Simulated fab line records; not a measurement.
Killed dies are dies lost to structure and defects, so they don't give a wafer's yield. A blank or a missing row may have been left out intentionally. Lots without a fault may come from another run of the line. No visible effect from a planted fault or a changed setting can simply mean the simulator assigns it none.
Chamber matching + flow n5 finfet + N5_BEOL_M2_DESCUM_16 on rie diel-04: 4 sister chambers
The step chemistry O2, time 7 s. 4 wafers are shown with their chamber, then 7 later ones without.

== WAFERS, EACH WITH ITS CHAMBER ==
| wafer  | chamber | showerhead plenum p Torr (Torr) |
|--------|---------|---------------------------------|
| L086.4 | 2       | 2.17                            |
| L088.2 | 3       | 2.05                            |
| L092.1 | 0       | 2.13                            |
| L092.2 | 1       | 2.03                            |

== WAFERS WHOSE CHAMBER IS MISSING ==
| wafer  | showerhead plenum p Torr (Torr) |
|--------|---------------------------------|
| L092.4 | 2.03                            |
| L093.1 | 2.05                            |
| L093.3 | 2.03                            |
| L093.4 | 2.16                            |
| L097.3 | 2.02                            |
| L097.4 | 2.12                            |
| L097.6 | 2.04                            |

== THE CHAMBER EACH PASSED THROUGH ==
| wafer  | from the rows above     | in truth |
|--------|-------------------------|----------|
| L092.4 | 1                       | 1        |
| L093.1 | 3                       | 3        |
| L093.3 | 1                       | 1        |
| L093.4 | 2                       | 2        |
| L097.3 | 1                       | 1        |
| L097.4 | 0                       | 0        |
| L097.6 | can't be placed: 3 or 1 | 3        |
Correctly placed: 6 of 7. Cannot be placed on the basis of these rows: 1; the candidates contain the true chamber in 1. Wrongly placed: 0.
How it was worked out, from the rows above alone: a wafer's distance from a chamber is the root of the sum, over the readings, of the square of ((its reading less the chamber's mean) divided by the reading's scatter). The wafer belongs to the nearest chamber; if the next one is less than 2 further off, it can't be placed. For every chamber, the mean is computed from those of its wafers that are shown. The scatter: with one shown wafer a chamber, the root of the mean of the squares of how far each hidden wafer lies from its nearest shown one.
